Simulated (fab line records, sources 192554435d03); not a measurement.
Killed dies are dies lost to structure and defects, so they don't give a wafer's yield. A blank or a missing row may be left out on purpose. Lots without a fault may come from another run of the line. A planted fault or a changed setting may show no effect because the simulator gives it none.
fab line records | flow n5_finfet
record lots=10 wafers=27 last_day=16
route steps=1938 shown PMOS_HMC_CHANNEL_EPI@71 FIN_SAQP@94 BEOL_M4@1111 PASSIVATION@1936
lots that met no fault: from a run of the same line without faults
start_h: hours from the record's first day to the start of the lot's first wafer shown | wait_h: hours since the lot's step before | " the same as in the row above | L1.1+2: a row that stands for several wafers | - no value, or no start given | * or withheld: withheld | < > ~ a bound
route shown NAME@n: a module of which the file shows steps, and the number in the route of the first | usual: mean/standard deviation of fault-free wafers | same: alike in all rows | chamber/n: place in a boat | sites: the reading at each site | _std_site: their standard deviation | _edge_site: outer sites' mean less inner sites' | radius_mm: how far each site lies from the wafer's centre | mask NAME#n: copy n | behind: the tool/chamber that last shaped the wafer | hold: why the lot was held/for how many hours/how that ended | device: the transistor (n, p or np) that didn't switch | end of line: the same wafers' tests at the end of the route | a step without rows: its recipe alone | killed: dies lost to structure and defects at the first sort, not the wafer's yield | map: a wafer's dies, x killed, . not, _ none there
set.NAME: the setting as run; set.NAME@STEP: as run at that earlier step | model.NAME: the simulator's own value behind a step, which no gauge read
steps of the route over a sample of lots; a table a step, a row a wafer
services: from which hour (start_h, from the record's first day; less than 0 if before it) a tool's chamber was out of use, for how many hours, and why
## steps
# step N5_PMOS_HMC_CHANNEL_EPI_STRIP_33
# recipe chemistry=N2/H2 power_w=500 temp_c=40 pressure_mtorr=50 rf_frequency_hz=6e+07 overash_fraction=0.3 bias_power_w=8 h2_frac=0.5 n2_flow_sccm=300 h2_flow_sccm=300
# usual drypump_motor_current_A=5.6/0.5 oes_product_au=0.80/0.091 rf_vpp_V=54.2/1.7 showerhead_plenum_p_Torr=3.37/0.11 throttle_valve_pct=18.9/0.45
# columns lot.wafer tool chamber start_h wait_h drypump_motor_current_A oes_product_au rf_hours_counter_h rf_vpp_V showerhead_plenum_p_Torr throttle_valve_pct
L517.3 rie_diel-05 1 23.41 0.0 6.1 0.89 18 56.1 3.58 18.5
L517.5 " 1 " " 6.1 0.88 - 55.0 3.58 18.5
L517.6 " 0 " " 5.6 0.81 - 54.5 3.13 18.8
L518.2 rie_diel-03 1 29.41 0.0 6.1 0.69 249 53.4 3.34 19.4
L518.6 " 1 " " 6.1 0.70 - 53.1 3.34 19.4
L519.2 rie_diel-05 1 35.69 0.0 6.1 0.90 21 54.1 3.58 18.5
L519.5 " 1 " " 6.1 0.88 - 56.1 3.58 18.5
L519.6 " 2 " " 6.8 0.85 - 55.2 3.54 18.6
L520.1 rie_diel-01 3 41.87 0.0 5.3 0.73 161 52.6 3.24 18.8
L520.3 " 1 " " 5.8 0.95 1 53.0 3.43 18.5
L520.6 " 0 " " 4.9 0.94 - 51.9 3.45 19.2
L523.4 rie_diel-01 0 60.47 0.0 4.9 0.95 18 55.6 3.45 19.2
L523.6 " 0 " " 4.9 0.93 - 51.8 3.45 19.2
L524.2 rie_diel-01 3 65.56 0.0 5.4 0.71 168 55.6 3.24 18.8
L524.4 " 1 " " 5.8 0.94 9 53.2 3.43 18.5
L533.1 rie_diel-03 1 119.42 0.0 6.1 0.95 21 56.0 3.33 19.1
L533.3 " 3 " " 5.4 0.71 213 53.0 3.46 19.1
L533.4 " 0 " " 6.0 0.74 146 56.4 3.37 19.4
L535.1 rie_diel-03 0 132.24 0.0 5.9 0.74 149 55.1 3.37 19.4
L535.5 " 0 " " 5.9 0.74 - 54.5 3.37 19.4
L535.6 " 1 " " 6.1 0.92 - 56.4 3.32 19.1
L536.2 rie_diel-01 1 137.23 0.0 5.8 0.87 33 56.5 3.41 18.6
L536.3 " 0 " " 4.9 0.88 45 55.4 3.43 19.3
L536.5 " 2 " " 5.0 0.69 - 53.6 3.32 19.6
L538.2 rie_diel-03 0 149.20 0.0 6.0 0.73 154 53.7 3.37 19.3
L538.3 " 1 " " 6.1 0.90 31 52.9 3.32 19.1
L538.4 " 3 " " 5.4 0.71 222 51.8 3.45 19.2
# step N5_FIN_SAQP_ALD_61
# recipe material=SiO2 target_thk_a=40 temp_c=300 ald_precursor_family=BDEAS ald_co_reactant=O2-plasma pulse_time_s=1 purge_time_s=2 co_reactant_purge_time_s=2 ald_cycles=43 pressure_torr=2
# usual heater_power_w=470/59 precursor_pulse_height_rel=1.001/0.024
# columns lot.wafer tool chamber start_h wait_h heater_power_w precursor_pulse_height_rel
L517.3 ald_sin-01 2 26.44 0.0 375 1.000
L517.5 " 1 " " 457 0.992
L517.6 " 2 " " 369 1.060
L518.2 ald_sin-01 2 32.18 0.0 374 0.982
L518.6 " 2 " " 376 0.962
L519.2 ald_sin-03 1 38.89 0.1 518 1.008
L519.5 " 2 " " 515 0.987
L519.6 " 3 " " 520 0.985
L520.1 ald_sin-04 2 44.60 0.0 499 1.000
L520.3 " 0 " " 499 1.010
L520.6 " 2 " " 506 0.962
L523.4 ald_sin-04 0 63.33 0.0 491 0.993
L523.6 " 1 " " 388 1.007
L524.2 ald_sin-04 2 68.54 0.0 498 0.989
L524.4 " 1 " " 393 0.952
L533.1 ald_sin-04 2 122.26 0.0 498 0.974
L533.3 " 0 " " 495 1.001
L533.4 " 3 " " 435 0.987
L535.1 ald_sin-04 1 135.08 0.0 390 1.048
L535.5 " 1 " " 388 0.970
L535.6 " 2 " " 508 1.012
L536.2 ald_sin-04 3 140.40 0.0 424 1.045
L536.3 " 1 " " 394 0.974
L536.5 " 1 " " 407 1.001
L538.2 ald_sin-01 2 152.03 0.0 373 1.031
L538.3 " 3 " " 401 1.013
L538.4 " 1 " " 460 0.992
# step N5_FIN_SAQP_PEB_14
# recipe peb_temp_c=withheld peb_time_s=60 resist=CAR-ArF
# usual exhaust_pa=45.1/0.79
# columns lot.wafer tool chamber start_h wait_h exhaust_pa
L517.3 litho_track-04 0 27.44 0.0 46.7
L517.5 " 0 " " 44.4
L517.6 " 0 " " 45.7
L518.2 litho_track-03 0 33.41 0.0 46.8
L518.6 " 0 " " 45.9
L519.2 litho_track-04 0 39.98 0.0 46.1
L519.5 " 0 " " 44.7
L519.6 " 0 " " 44.6
L520.1 litho_track-04 0 45.75 0.1 43.9
L520.3 " 0 " " 45.9
L520.6 " 0 " " 45.1
L523.4 litho_track-02 0 64.56 0.0 45.7
L523.6 " 0 " " 46.1
L524.2 litho_track-03 0 69.70 0.0 45.4
L524.4 " 0 " " 45.6
L533.1 litho_track-04 0 123.48 0.1 45.6
L533.3 " 0 " " 45.5
L533.4 " 0 " " 44.9
L535.1 litho_track-04 0 136.21 0.1 45.5
L535.5 " 0 " " 46.0
L535.6 " 0 " " 46.4
L536.2 litho_track-02 0 141.53 0.0 45.4
L536.3 " 0 " " 45.6
L536.5 " 0 " " 45.5
L538.2 litho_track-03 0 153.28 0.0 44.6
L538.3 " 0 " " 45.7
L538.4 " 0 " " 43.6
# step N5_FIN_SAQP_CD_MEAS_16
# recipe target_cd_nm=35.6 landing_energy_ev=500 detector=se_inlens
# usual cd_nm=35.5/0.3
# columns lot.wafer tool chamber start_h wait_h cd_nm
L517.3 cd_sem-03 0 27.51 - 35.3
L517.5 " 0 " " 34.9
L517.6 " 0 " " 35.3
L518.2 cd_sem-01 0 33.48 - 35.6
L518.6 " 0 " " 35.6
L519.2 cd_sem-02 0 40.05 - 35.9
L519.5 " 0 " " 36.0
L519.6 " 0 " " 35.6
L520.1 cd_sem-03 0 45.82 - 35.2
L520.3 " 0 " " 34.8
L520.6 " 0 " " 35.2
L523.4 cd_sem-03 0 64.64 - 35.1
L523.6 " 0 " " 35.5
L524.2 cd_sem-03 0 69.76 - 36.0
L524.4 " 0 " " 35.7
L533.1 cd_sem-01 0 123.54 - 32.7
L533.3 " 0 " " 31.9
L533.4 " 0 " " 31.9
L535.1 cd_sem-02 0 136.28 - 32.1
L535.5 " 0 " " 32.6
L535.6 " 0 " " 32.3
L536.2 cd_sem-01 0 141.60 - 35.1
L536.3 " 0 " " 34.6
L536.5 " 0 " " 35.2
L538.2 cd_sem-03 0 153.35 - 35.8
L538.3 " 0 " " 35.6
L538.4 " 0 " " 35.6
# step N5_FIN_SAQP_INSPECT_18
# recipe mode=adi inspect_instrument=brightfield
# usual raw_defect_count=413/96
# columns lot.wafer tool chamber start_h wait_h raw_defect_count
L517.3 defect_inspect-01 - 27.57 0.0 250
L517.5 " - " " 360
L517.6 " - " " 402
L518.2 defect_inspect-02 - 33.54 0.0 452
L518.6 " - " " 659
L519.2 defect_inspect-01 - 40.11 0.0 350
L519.5 " - " " 410
L519.6 " - " " 454
L520.1 defect_inspect-01 - 45.88 0.0 412
L520.3 " - " " 369
L520.6 " - " " 544
L523.4 defect_inspect-01 - 64.70 0.0 537
L523.6 " - " " 721
L524.2 defect_inspect-02 - 69.83 0.0 373
L524.4 " - " " 482
L533.1 defect_inspect-01 - 123.61 0.0 395
L533.3 " - " " 388
L533.4 " - " " 325
L535.1 defect_inspect-02 - 136.34 0.0 345
L535.5 " - " " 530
L535.6 " - " " 439
L536.2 defect_inspect-02 - 141.66 0.0 435
L536.3 " - " " 488
L536.5 " - " " 510
L538.2 defect_inspect-02 - 153.41 0.0 336
L538.3 " - " " 422
L538.4 " - " " 380
# step N5_BEOL_M4_RC_MEAS_101
# usual DIBL_N=36.3/1.6 DIBL_P=36.2/2.1 IOFF_N=0.16/0.031 IOFF_P=0.21/0.034 ION_N=673/11 ION_P=461/7.4 SS_N=71.6/0.55 SS_P=73.3/0.66 VT_N=251/3.2 VT_P=-251/3.5
# columns lot.wafer tool chamber start_h wait_h DIBL_N[mV/V] DIBL_P[mV/V] IOFF_N[nA/um] IOFF_P[nA/um] ION_N[uA/um] ION_P[uA/um] SS_N[mV/dec] SS_P[mV/dec] VT_N[mV] VT_P[mV]
L517.3 prober-02 0 159.98 0.3 36.3 36.0 0.14 0.21 683 471 71.0 73.8 254 -254
L517.5 " 0 " " 36.8 36.5 0.14 0.21 665 462 71.5 73.4 253 -253
L517.6 " 0 " " 38.4 37.9 0.17 0.25 676 464 71.2 74.0 250 -251
L518.2 prober-02 0 163.25 0.2 33.4 33.4 0.12 0.15 664 452 70.8 72.9 258 -254
L518.6 " 0 " " 35.0 36.1 0.15 0.20 661 453 71.6 73.3 249 -251
L519.2 prober-01 0 180.04 0.2 37.1 37.1 0.18 0.21 673 458 72.1 74.2 248 -250
L519.5 " 0 " " 34.0 33.1 0.12 0.16 648 447 71.8 72.7 254 -255
L519.6 " 0 " " 35.2 35.2 0.15 0.18 679 456 72.0 73.1 250 -254
L520.1 prober-02 0 185.05 0.0 36.0 35.8 0.14 0.22 661 460 72.0 73.4 255 -250
L520.3 " 0 " " 38.8 39.2 0.20 0.28 679 467 71.9 74.3 249 -244
L520.6 " 0 " " 38.9 39.4 0.19 0.28 675 473 72.2 74.7 248 -244
L523.4 prober-01 0 205.19 0.5 34.9 34.1 0.12 0.17 655 452 70.8 72.7 253 -255
L523.6 " 0 " " 36.1 35.5 0.14 0.18 669 454 71.9 72.6 255 -254
L524.2 prober-01 0 209.78 0.2 34.9 32.9 0.12 0.18 653 457 71.0 73.2 255 -252
L524.4 " 0 " " 35.7 33.0 0.14 0.19 677 462 70.8 72.8 251 -253
L533.1 prober-02 0 253.81 0.0 36.2 33.6 0.13 0.19 663 451 71.1 72.5 253 -255
L533.3 " 0 " " 38.6 36.5 0.18 0.23 679 464 71.7 73.8 252 -248
L533.4 " 0 " " 35.8 33.4 0.13 0.19 653 456 71.4 73.3 253 -254
L535.1 prober-01 0 268.94 0.0 36.5 37.0 0.16 0.20 669 462 72.3 73.6 251 -249
L535.5 " 0 " " 36.2 36.8 0.15 0.20 665 460 71.2 73.7 251 -251
L535.6 " 0 " " 35.5 34.7 0.13 0.17 661 452 71.5 73.0 256 -253
L536.2 prober-01 0 273.49 0.2 36.9 37.1 0.16 0.18 670 454 71.6 73.1 251 -258
L536.3 " 0 " " 33.8 33.7 0.11 0.13 662 446 70.9 72.7 256 -262
L536.5 " 0 " " 36.6 37.1 0.16 0.17 682 459 71.5 73.2 249 -258
L538.2 prober-01 0 295.65 0.2 34.2 32.7 0.10 0.14 656 455 70.4 71.8 257 -254
L538.3 " 0 " " 37.2 37.0 0.15 0.19 667 456 71.2 72.6 251 -253
L538.4 " 0 " " 36.9 36.4 0.14 0.19 666 463 71.6 72.9 252 -255
# step N5_PASSIVATION_PROBE_49
# usual defect_limited_yield=91.5/1.5 killed_at_M0_to_M3=32/9.4 killed_at_M4_up=12/5.1 killed_at_contacts=11/7.4 killed_at_front_end=41/11 killed_at_other=3.4/2.5 killed_dies=100/17 killed_open=65/14 killed_short=33/7 sort_bin_5_function=4.9/0.96 sort_bin_6_memory=3.1/0.7 sort_bin_8_speed=0.00/0.01 sort_n_pass=1080/17 sort_yield_pct=91.5/1.5
# same gross_dies=1180 killed_at_back_side=0 sort_bin_4_leakage[%]=0
# columns lot.wafer tool chamber start_h wait_h defect_limited_yield[%] killed_at_M0_to_M3 killed_at_M4_up killed_at_contacts killed_at_front_end killed_at_other killed_dies killed_open killed_short sort_bin_5_function[%] sort_bin_6_memory[%] sort_bin_8_speed[%] sort_n_pass sort_yield_pct[%]
L520.1 prober-02 - 289.72 0.0 88.5 30 14 7 79 6 136 77 58 7.1 3.8 0 1044 88.5
L520.3 prober-02 - 289.82 0.1 89.3 31 16 9 64 6 126 81 43 5.7 4.7 0 1054 89.3
L520.6 prober-02 - 289.97 0.3 91.6 27 18 15 33 6 99 65 32 5.3 2.7 0 1081 91.6
L533.1 prober-02 - 350.99 0.0 91.5 50 12 4 30 4 100 57 34 5.1 2.4 0 1080 91.5
L533.3 prober-02 - 351.09 0.1 91.9 32 17 11 28 8 96 59 31 4.2 3.9 0 1084 91.9
L533.4 prober-02 - 351.14 0.2 91.7 44 11 7 32 4 98 60 30 4.6 2.9 0 1082 91.7
L535.1 prober-02 - 355.34 0.0 89.7 53 11 2 49 6 121 77 40 5.4 4.6 0 1059 89.7
L535.5 prober-02 - 355.54 0.2 91.5 33 21 10 29 7 100 71 29 5.2 3.1 0 1080 91.5
L535.6 prober-02 - 355.59 0.3 92.0 41 17 4 29 3 94 58 34 4.8 2.6 0 1086 92.0
# killed by level:class
L520.1 FIN_SAQP:geometric_particle:open=18 STI_FIN_REVEAL:geometric_particle:open=18 GATE_CUT:geometric_particle:short=16 FIN_SAQP:geometric_particle:short=10 BEOL_M0_SAQP:geometric_particle:open=10 BEOL_M0_SAQP:geometric_particle:short=10 BEOL_M3:geometric_particle:open=5 STI_FIN_REVEAL:geometric_particle:short=5
L520.3 STI_FIN_REVEAL:geometric_particle:open=14 GATE_CUT:geometric_particle:short=14 BEOL_M3:geometric_particle:open=14 FIN_SAQP:geometric_particle:open=11 BEOL_M4:geometric_particle:open=9 BEOL_M0_SAQP:geometric_particle:open=6 DUMMY_GATE:geometric_particle:open=5 GATE_CUT:geometric_particle:open=5
L520.6 MOL_CONTACT_COAG:geometric_particle:open=13 STI_FIN_REVEAL:geometric_particle:open=9 GATE_CUT:geometric_particle:short=8 BEOL_M2:geometric_particle:open=7 BEOL_M3:geometric_particle:open=6 BEOL_M5:geometric_particle:short=5 STI_FIN_REVEAL:geometric_particle:short=5 BEOL_M0_SAQP:geometric_particle:open=5
L533.1 BEOL_M0_SAQP:geometric_particle:short=15 BEOL_M0_SAQP:geometric_particle:open=11 HKMG_FIN:area_etch=9 BEOL_M4:geometric_particle:open=7 BEOL_M1:geometric_particle:open=6 STI_FIN_REVEAL:geometric_particle:open=5 BEOL_M3:geometric_particle:open=5 MOL_CONTACT_COAG:geometric_particle:open=4
L533.3 BEOL_M0_SAQP:geometric_particle:open=12 BEOL_M3:geometric_particle:open=11 FIN_SAQP:geometric_particle:short=7 MOL_CONTACT_COAG:geometric_particle:open=7 PAD_METAL:geometric_particle:short=7 FIN_SAQP:geometric_particle:open=6 BEOL_M5:geometric_particle:open=5 MOL_CONTACT_COAG:geometric_particle:short=4
L533.4 BEOL_M1:geometric_particle:open=16 FIN_SAQP:geometric_particle:short=8 BEOL_M3:geometric_particle:open=8 MOL_CONTACT_COAG:geometric_particle:open=6 BEOL_M0_SAQP:geometric_particle:open=6 HKMG_FIN:area_etch=6 FIN_SAQP:geometric_particle:open=5 BEOL_M0_SAQP:geometric_particle:short=5
L535.1 BEOL_M0_SAQP:geometric_particle:short=18 BEOL_M0_SAQP:geometric_particle:open=14 FIN_SAQP:geometric_particle:open=11 STI_FIN_REVEAL:geometric_particle:open=9 BEOL_M3:geometric_particle:open=7 BEOL_M1:geometric_particle:open=6 BEOL_M2:geometric_particle:open=6 FIN_SAQP:geometric_particle:short=5
L535.5 MOL_CONTACT_COAG:geometric_particle:open=9 BEOL_M4:geometric_particle:open=8 BEOL_M1:geometric_particle:open=7 BEOL_M3:geometric_particle:open=7 BEOL_M0_SAQP:geometric_particle:open=6 FIN_SAQP:geometric_particle:short=5 FIN_SAQP:geometric_particle:open=4 DUMMY_GATE:geometric_particle:open=4
L535.6 BEOL_M0_SAQP:geometric_particle:open=12 BEOL_M1:geometric_particle:open=9 FIN_SAQP:geometric_particle:short=6 BEOL_M3:geometric_particle:open=6 BEOL_M4:geometric_particle:open=6 FIN_SAQP:geometric_particle:open=5 MOL_CONTACT_COAG:geometric_particle:open=4 BEOL_M0_SAQP:geometric_particle:short=4
## services
# columns tool chamber start_h hours kind
ald_sin-01 0 8.26 - clean
ald_sin-01 1 8.26 - clean
ald_sin-01 2 8.26 - clean
ald_sin-01 3 8.26 - clean
rie_diel-01 1 22.07 - clean
rie_diel-01 1 22.07 - consumable_replace:focus_ring
rie_diel-05 - 28.85 1.1 repair
ald_sin-03 3 29.19 3.4 repair
rie_diel-03 1 31.45 - clean
rie_diel-03 1 31.45 - consumable_replace:focus_ring
rie_diel-03 1 31.45 24.2 scheduled_down
rie_diel-03 1 31.45 24.2 vent_cycle
ald_sin-04 - 47.09 0.7 repair
ald_sin-01 2 60.29 9.5 repair
rie_diel-05 - 70.80 14.6 pm
ald_sin-01 1 79.30 4.7 repair
ald_sin-01 - 79.79 1.8 repair
litho_track-02 - 82.25 - consumable_replace:filter
rie_diel-01 - 105.87 0.6 repair
ald_sin-04 - 115.50 6.1 pm
litho_track-03 - 117.53 - consumable_replace:filter
ald_sin-01 2 137.36 3.6 repair
rie_diel-01 1 140.00 12.9 repair
ald_sin-03 0 150.53 8.9 repair
## key
first_sign step=N5_FIN_SAQP_CD_MEAS_16 reading=cd_nm direction=down sigmas=11 usual=35.5 struck=32.3
effect none on later readings
met_at N5_FIN_SAQP_PEB_14
struck_lots L533,L535
not_acting_at N5_PMOS_HMC_CHANNEL_EPI_STRIP_33,N5_FIN_SAQP_ALD_61,N5_FIN_SAQP_INSPECT_18
onset_between 45.75 123.48
fault kind=process_parameter_drift tool=litho_track-04 chamber=- onset_h=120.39 steps=N5_FIN_SAQP_PEB_14 channel=peb_temp_c offset=withheld shape=step end_h=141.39 acts_in=*
